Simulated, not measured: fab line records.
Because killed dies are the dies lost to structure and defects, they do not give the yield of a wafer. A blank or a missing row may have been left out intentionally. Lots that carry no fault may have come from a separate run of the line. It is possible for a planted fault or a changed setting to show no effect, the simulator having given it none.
fab line records    flow n5-finfet
record lots=4  wafers=12  last-day=17
route steps=1938 shown FIN_SAQP@108 PASSIVATION@1936
lots with no fault: from the same line, run without faults
start-h: hours from the record's first day to the start of the lot's first wafer shown    wait-h: hours since the lot's step before    " the same as in the row above    L1.1+2: a single row standing in for several wafers    - either no value or no given start    * or withheld: withheld    < > ~ a bound
route shown NAME@n: a module of which the file shows steps, and the number in the route of the first    usual: mean and standard deviation over wafers with no fault    same: alike in all rows    chamber/n: place in a boat    sites: each site's reading    _std_site: their standard deviation    _edge_site: mean of outer sites minus mean of inner sites    radius-mm: how far each site lies from the wafer's centre    mask NAME#n: copy n    behind: the last tool/chamber to shape the wafer    hold: why the lot went on hold/how many hours it stayed there/how the hold came to an end    device: which transistor (n, p or np) failed to switch    end of line: tests run on the same wafers once the route is complete    a step with no rows: only its recipe    killed: count of dies lost to structure and defects at first sort (not the wafer's yield)    map: dies across one wafer; x = killed, . = not, _ = none there
set.NAME: the run value of the setting; set.NAME@STEP: its run value at that earlier step    model.NAME: the simulator's own value behind a step, which no gauge read
lots seen at some steps along the route; tables by step, rows by wafer
services: the hour from which a tool's chamber was out of use, counted from the record's first day as start-h (under 0 if before that day), plus the number of hours and why
## steps
# step N5_FIN_SAQP_EXPOSE_13
# recipe mask-id=FIN_CORE  na=1.35  source-shape=dipole  sigma-inner=0.538  sigma-outer=0.738  polarization=te  target-cd-nm=35.6  dose-mj=63.25
# step N5_FIN_SAQP_PEB_14
# recipe peb-temp-c=withheld  peb-time-s=60  resist=CAR-ArF
# step N5_FIN_SAQP_DEVELOP_15
# recipe develop-time-s=30  developer=TMAH  resist=CAR-ArF  dev-temp-c=23  rinse-liquid=diw  dry=air-spin
# step N5_FIN_SAQP_DESCUM_21
# recipe chemistry=O2  time-s=7.9  source-power-w=50  bias-power-w=20  pressure-mtorr=20  rf-frequency-hz=2.712e+07  temp-c=40  resist=CAR-ArF  o2-flow-sccm=225
# step N5_FIN_SAQP_ETCH_51
# recipe chemistry=CF4  target=SiARC  target-depth-a=455  mask-material=CAR-ArF  time-s=75.8  ion-energy-ev=80  pressure-mtorr=40  source-w=545  bias-w=36  Ar_flow_sccm=100  cf4-flow-sccm=100  ends=cleared
# step N5_FIN_SAQP_ETCH_52
# recipe chemistry=N2/H2  target=SOC  target-depth-a=1000  overetch-a=200  mask-material=SiARC  temp-c=40  time-s=150  ion-energy-ev=200  pressure-mtorr=30  source-w=840  bias-w=150  n2-flow-sccm=200  h2-flow-sccm=200  ends=end-point
# step N5_FIN_SAQP_STRIP_53
# recipe chemistry=N2/H2  temp-c=40  n2-flow-sccm=200  h2-flow-sccm=200  rf-frequency-hz=6e+07
# step N5_FIN_SAQP_HM_OPEN_73
# recipe chemistry=CHF3/O2  target=SiO2  stop-on=a-Si  target-depth-a=120  over-etch-frac=1.8  mask-material=SOC  time-s=16.8  pressure-mtorr=30  source-w=650  bias-w=170  Ar_flow_sccm=200  CHF3_flow_sccm=50  O2_flow_sccm=5  ion-energy-ev=200  ends=end-point
# step N5_FIN_SAQP_STRIP_74
# recipe chemistry=CHF3/O2  resist=SiARC  rf-frequency-hz=6e+07
# step N5_FIN_SAQP_MANDREL_ETCH_22
# recipe target-depth-a=600  chemistry=HBr/Cl2  target=a-Si  stop-on=SiNx  bt-time-s=10  over-etch-frac=0.5  time-s=30  pressure-mtorr=10  icp-w=800  bias-w=75  HBr_flow_sccm=150  Cl2_flow_sccm=80  ends=end-point
# usual bias-w=74.99/0.24  drypump-motor-current-A=5.9/0.45  oes-product-au=0.767/0.012  over-etch-frac=0.5/0  throttle-valve-pct=35.3/0.31
# same bt-time-s=10
lot.wafer  tool       chamber  start-h  wait-h  bias-w  drypump-motor-current-A  oes-product-au  over-etch-frac  rf-hours-counter-h  throttle-valve-pct  model.SOC_of_FIN_SAQP_COAT_49.thk-nm  model.SiNx_of_FIN_SAQP_PECVD_48.thk-nm
L270.2     rie-si-02  0        22.50    0.0     75.31   5.9                      0.751           0.5             32                  35.5                75.57                                 24.8
L270.3     "          3        "        "       74.99   6.5                      0.758           0.5             1                   35.3                75.6                                  24.55
L270.5     "          1        "        "       75.33   6.3                      0.778           0.5             -                   34.9                76.46                                 25.31
L281.2     rie-si-01  0        88.36    0.0     75.37   6.6                      0.769           0.5             76                  35.5                76.69                                 25.1
L281.4     "          1        "        "       75.05   5.5                      0.766           0.5             176                 35.9                76.26                                 25.49
L281.6     "          1        "        "       74.92   5.5                      0.766           0.5             -                   35.9                76                                    25.04
L289.1     rie-si-02  3        136.12   0.0     74.89   6.5                      0.660           0.94207         3                   35.5                68.32                                 20.68
L289.2     "          2        "        "       75.53   5.7                      0.660           0.94207         179                 35.2                69.2                                  20.69
L289.4     "          0        "        "       74.62   5.9                      0.657           0.94207         34                  35.8                68.49                                 21.06
L290.1     rie-si-02  0        142.65   0.0     74.86   5.9                      0.660           0.94207         34                  35.7                68.2                                  21.03
L290.4     "          2        "        "       75.07   5.7                      0.669           0.94207         -                   35.2                69.46                                 21.66
L290.5     "          3        "        "       74.83   6.5                      0.667           0.94207         -                   35.5                68.36                                 21.7
# step N5_FIN_SAQP_STRIP_55
# recipe chemistry=N2/H2  power-w=500  temp-c=40  pressure-mtorr=50  rf-frequency-hz=6e+07  overash-fraction=0.3  bias-power-w=28  h2-frac=0.5  n2-flow-sccm=300  h2-flow-sccm=300
# step N5_FIN_SAQP_STRIP_23
# recipe chemistry=SPM  time-s=750  temp-c=130  h2so4-h2o2-vol-ratio=4
# step N5_FIN_SAQP_SRD_66
# recipe dry=ipa-marangoni  time-s=30  temp-c=23  rinse-liquid=diw
# step N5_FIN_SAQP_RECESS_75
# recipe chemistry=HF/NH3  target=SiO2  target-depth-a=144  afs-cycles=3  temp-c=30  sublimation-temp-c=180  sublimation-time-s=60
# step N5_FIN_SAQP_SPACER1_ALD_24
# recipe material=SiO2  target-thk-a=203  temp-c=300  ald-precursor-family=BDEAS  ald-co-reactant=O2-plasma  pulse-time-s=1  purge-time-s=2  co-reactant-purge-time-s=2  ald-cycles=218  pressure-torr=2
# step N5_FIN_SAQP_SPACER1_ETCHBACK_25
# recipe chemistry=CHF3/O2  mode=anisotropic-etchback  target=SiO2  target-depth-a=244  time-s=12.2  pressure-mtorr=30  source-w=650  bias-w=170  Ar_flow_sccm=200  CHF3_flow_sccm=50  O2_flow_sccm=5  ion-energy-ev=200
# step N5_FIN_SAQP_MANDREL1_REMOVE_56
# recipe chemistry=HBr/Cl2/O2  bt-time-s=10  target=a-Si  stop-on=SiNx  endpoint=OES-SiCl  over-etch-frac=1  icp-w=600  bias-w=22  HBr_flow_sccm=150  Cl2_flow_sccm=80  O2_flow_sccm=5  pressure-mtorr=10
# step N5_FIN_SAQP_ETCH_57
# recipe chemistry=CH3F/O2  target=SiNx  mask-material=SiO2  target-depth-a=325  time-s=46.4  pressure-mtorr=30  source-w=395  bias-w=73  Ar_flow_sccm=150  CH3F_flow_sccm=30  O2_flow_sccm=20  ion-energy-ev=120  ends=cleared
# usual CH3F_flow_sccm=30.00/0.092  bias-w=73.02/0.22  drypump-motor-current-A=5.9/0.47  etch-rf-on-time-s=47.0/1.2  oes-product-au=0.67/0.065  rf-vpp-V=295/5.5  showerhead-plenum-p-Torr=2.00/0.07  throttle-valve-pct=16.26/0.21
lot.wafer  tool         chamber  start-h  wait-h  CH3F_flow_sccm  bias-w  drypump-motor-current-A  etch-rf-on-time-s  oes-product-au  rf-hours-counter-h  rf-vpp-V  showerhead-plenum-p-Torr  throttle-valve-pct  model.etch.depth-nm
L270.2     rie-diel-06  0        24.70    0.0     29.99           73.30   6.4                      46.6               0.69            73                  299       2.03                      16.04               24.8
L270.3     "            1        "        "       29.79           73.18   5.7                      46.9               0.76            27                  297       1.96                      16.02               24.55
L270.5     "            2        "        "       30.07           73.04   4.9                      47.6               0.65            -                   289       2.00                      16.25               25.31
L281.2     rie-diel-04  0        91.03    0.1     30.11           73.56   5.9                      47.8               0.80            6                   296       2.10                      16.21               25.1
L281.4     "            3        "        "       29.95           73.17   5.8                      46.7               0.60            217                 288       1.90                      16.15               25.49
L281.6     "            3        "        "       30.06           72.89   5.8                      46.1               0.60            -                   287       1.90                      16.15               25.04
L289.1     rie-diel-02  2        137.96   0.1     30.09           72.74   5.9                      37.9               0.61            224                 297       1.99                      16.51               20.68
L289.2     "            0        "        "       30.03           73.06   5.8                      39.3               0.62            165                 295       1.89                      16.10               20.69
L289.4     "            0        "        "       30.22           73.13   5.8                      40.1               0.62            -                   294       1.89                      16.10               21.06
L290.1     rie-diel-02  3        145.02   0.0     29.96           72.47   6.8                      40.1               0.58            223                 307       1.98                      16.84               21.03
L290.4     "            0        "        "       30.16           73.07   5.8                      40.7               0.62            -                   295       1.89                      16.11               21.66
L290.5     "            2        "        "       29.98           72.94   5.8                      39.5               0.61            -                   297       1.99                      16.51               21.7
# step N5_FIN_SAQP_ETCH_65
# recipe chemistry=CF4  target=SiO2  target-depth-a=40  ion-energy-ev=350  time-s=4.4  pressure-mtorr=10  icp-w=800  bias-w=400  cf4-flow-sccm=80
# step N5_PASSIVATION_PROBE_49
# usual killed_at_M0_to_M3=32/11  killed_at_M4_up=12/4.4  killed-at-contacts=13/6.1  killed-at-front-end=39/12  killed-at-other=3.9/3  killed-dies=100/17  killed-open=66/12  killed-short=33/7.4
# same gross-dies=1180  killed-at-back-side=0
lot.wafer  tool       chamber  start-h  wait-h  killed_at_M0_to_M3  killed_at_M4_up  killed-at-contacts  killed-at-front-end  killed-at-other  killed-dies  killed-open  killed-short
L270.2     prober-02  -        283.05   0.1     47                  8                26                  37                   3                121          72           42
L270.3     prober-02  -        283.10   0.1     32                  5                27                  47                   7                118          82           36
L270.5     prober-02  -        283.20   0.2     31                  13               18                  51                   9                122          74           48
# killed by level:class
L270.2 MOL_CONTACT_COAG:geometric-particle:open=21 BEOL_M0_SAQP:geometric-particle:open=14 BEOL_M1:geometric-particle:short=12 BEOL_M0_SAQP:geometric-particle:short=7 HKMG_FIN:area-etch=6 FIN_SAQP:geometric-particle:open=5 DUMMY_GATE:geometric-particle:open=5 ILD0:geometric-particle:open=5
L270.3 MOL_CONTACT_COAG:geometric-particle:open=22 BEOL_M0_SAQP:geometric-particle:open=10 FIN_SAQP:geometric-particle:open=9 SPACER0:geometric-particle:open=9 FIN_SAQP:geometric-particle:short=7 STI_FIN_REVEAL:geometric-particle:open=6 BEOL_M0_SAQP:geometric-particle:short=6 MOL_CONTACT_COAG:geometric-particle:short=5
L270.5 MOL_CONTACT_COAG:geometric-particle:open=15 STI_FIN_REVEAL:geometric-particle:open=13 FIN_SAQP:geometric-particle:open=10 BEOL_M1:geometric-particle:open=8 BEOL_M0_SAQP:geometric-particle:short=8 FIN_SAQP:geometric-particle:short=7 BEOL_M1:geometric-particle:short=6 GATE_CUT:geometric-particle:open=4
## services
tool         chamber  start-h  hours  kind
rie-si-02    0        18.98    2.7    repair
rie-diel-02  2        21.76    3.5    repair
rie-diel-06  -        25.96    1.4    repair
rie-diel-04  0        36.37    -      clean
rie-diel-04  0        36.37    -      consumable-replace:focus-ring
rie-diel-04  0        36.37    -      consumable-replace:showerhead
rie-diel-04  0        36.37    30.8   scheduled-down
rie-diel-04  0        36.37    30.8   vent-cycle
rie-diel-02  2        45.24    3.8    repair
rie-diel-06  0        56.88    6.4    repair
rie-diel-04  -        59.92    0.3    repair
rie-si-02    -        65.70    2.8    pm
rie-diel-06  3        67.20    121.0  repair
rie-diel-02  3        68.22    5.0    repair
rie-diel-02  2        98.16    2.6    repair
rie-diel-02  3        114.24   1.8    repair
rie-si-01    3        117.00   -      clean
rie-si-01    3        117.00   20.4   scheduled-down
rie-si-01    3        117.00   20.4   vent-cycle
rie-diel-04  -        137.64   1.0    repair
rie-si-02    1        141.54   4.6    repair
## key
first-sign step=N5_FIN_SAQP_MANDREL_ETCH_22  reading=over-etch-frac  direction=up  sigmas=99+  usual=0.5  struck=0.94207
effect step=N5_FIN_SAQP_MANDREL_ETCH_22  reading=oes-product-au  direction=down  sigmas=8.8  usual=0.767  struck=0.662
effect step=N5_FIN_SAQP_ETCH_57  reading=etch-rf-on-time-s  direction=down  sigmas=6.3  usual=*  struck=*
model-effect step=N5_FIN_SAQP_MANDREL_ETCH_22  value=SOC_of_FIN_SAQP_COAT_49.thk-nm  without=75.83  struck=68.67
model-effect step=N5_FIN_SAQP_ETCH_57  value=etch.depth-nm  without=24.96  struck=21.14
met-at N5_FIN_SAQP_MANDREL_ETCH_22
struck-wafers L289.1,L289.2,L289.4,L290.1,L290.4,L290.5
tester-left-out L289,L290
onset-between 22.50 136.12
fault kind=process-parameter-drift  tool=rie-si-02  chamber=-  onset-h=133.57  steps=N5_FIN_SAQP_MANDREL_ETCH_22  channel=over-etch-frac  offset=0.44207  shape=step  end-h=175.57  acts-in=these-recipes-only  stated=0.5
# tester-left-out: of these lots the tester's yield and bins aren't shown, on N5 and GAA mostly nor the transistor test; their killed dies are dies lost to structure and defects alone, not to doping, threshold or leakage, so they don't give the yield
